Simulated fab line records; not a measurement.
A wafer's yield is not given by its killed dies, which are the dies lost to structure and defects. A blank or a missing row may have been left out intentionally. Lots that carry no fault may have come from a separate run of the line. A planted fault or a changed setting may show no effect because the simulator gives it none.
A lot that was struck, set against a sound lot || flow n5Finfet || 30 steps out of a route of 1938
Sound: the wafers L199.1, L199.3, L199.4. Wafers struck: L209.1, L209.4, L209.5. The cause comes at the end.
Per side, at each step with rows, come the tool, then ch with its chambers, and then its first start. Under that, the readings that differ: sound wafers || struck wafers || difference of the means || sigmas: that difference in standard deviations of wafers without a fault.
alike: same words and numbers on both sides, and readings whose means sit less than 2 such deviations apart. not compared: any withheld reading, any reading some wafer has no value for, any bound like >300 that may hide the same value, and any number with overlapping values for which the record gives no deviation.
A row with sigmas, a row that says differs or no value, or rows on one side alone: a step with any of these is where the two part. Non-overlapping numbers with no deviation appear without sigmas and do not part them. A reading that every wafer of one side lacks parts them only if that side has two wafers or more.

first, 9 steps without rows for these wafers: N5_BEOL_M3_COAT_62 (time 60 s, resist thk 12 nm); N5_BEOL_M3_COAT_73 (time 60 s, resist thk 5 nm); N5_BEOL_M3_COAT_05 (resist thk 30 nm); N5_BEOL_M3_EBR_07; N5_BEOL_M3_SOFTBAKE_06 (time 60 s); N5_BEOL_M3_EXPOSE_08 (exposes mask M3); N5_BEOL_M3_PEB_09 (peb time 60 s); N5_BEOL_M3_DEVELOP_10 (develop time 30 s); N5_BEOL_M3_DESCUM_16 (chemistry O2, time 7 s).
N5_BEOL_M3_ETCH_74: etches underlayer in N2/H2, target depth 6.5 nm, time 5.2 s.
  sound on rieDiel-03 ch 0,2,3, day 10 12:34; struck on rieDiel-03 ch 0,1,3, day 12 23:31
  alike: drypumpMotorCurrentA, etchRfOnTimeS, n2FlowSccm, oesProductAu, rfVppV, showerheadPlenumPTorr, throttleValvePct
  not compared: rfHoursCounterH
then, 16 steps without rows for these wafers: N5_BEOL_M3_ETCH_63 (etches SiARC in CF4, target depth 15.6 nm, time 26 s); N5_BEOL_M3_ETCH_64 (etches SOC in N2/H2, target depth 75 nm, overetch 15 nm, time 112.5 s); N5_BEOL_M3_STRIP_65 (strips in N2/H2); N5_BEOL_M3_STRIP_75 (strips in N2/H2); N5_BEOL_M3_STRIP_66 (strips in CF4); N5_BEOL_M3_HM_OPEN_17 (chemistry Cl2/BCl3, target TiN, target depth 20 nm, overetch 6 nm); N5_BEOL_M3_STRIP_19 (strips in O2); N5_BEOL_M3_COAT_67 (time 60 s, resist thk 60 nm); N5_BEOL_M3_COAT_68 (time 60 s, resist thk 12 nm); N5_BEOL_M3_COAT_76 (time 60 s, resist thk 5 nm); N5_BEOL_M3_COAT_22 (resist thk 30 nm); N5_BEOL_M3_EBR_24; N5_BEOL_M3_SOFTBAKE_23 (time 60 s); N5_BEOL_M3_EXPOSE_25 (exposes mask V2, defocus 5 nm); N5_BEOL_M3_PEB_26 (peb time 60 s); N5_BEOL_M3_DEVELOP_27 (develop time 30 s).
N5_BEOL_M3_INSPECT_30: inspects for defects (brightfield).
  sound on defectInspect-01 at day 10 13:31; struck on defectInspect-02 at day 13 00:31
{"reading": "rawDefectCount", "sound": "386 479 515", "struck": "1853 1544 1523", "difference": "+1180", "sigmas": "+12"}
then, 1 step without rows for these wafers: N5_BEOL_M3_DESCUM_33 (chemistry O2, time 7 s).
N5_BEOL_M4_RC_MEAS_101:
  sound on prober-02 ch 0, day 11 13:45; struck on prober-02 ch 0, day 14 02:05
{"reading": "VT_N (mV)", "sound": "244 246 249", "struck": "260 256 252", "difference": "+10", "sigmas": "+2"}
  alike: DIBL_N, DIBL_P, IOFF_N, IOFF_P, ION_N, ION_P, SS_N, SS_P, VT_P
-- the record jumps here: 5 days lie between the struck wafers' starts before and after (it left off in module BEOL_M4 and takes up again in module PASSIVATION, whose first step shown is number 1936 of the route) --
N5_PASSIVATION_PROBE_49:
  record: rows for the struck wafers here (prober-02, day 18 14:15), none for the sound ones

## WHERE THEY PART
At N5_BEOL_M3_INSPECT_30 first; at N5_PASSIVATION_PROBE_49 last (within this record only).

WHY: the cause the simulator had injected
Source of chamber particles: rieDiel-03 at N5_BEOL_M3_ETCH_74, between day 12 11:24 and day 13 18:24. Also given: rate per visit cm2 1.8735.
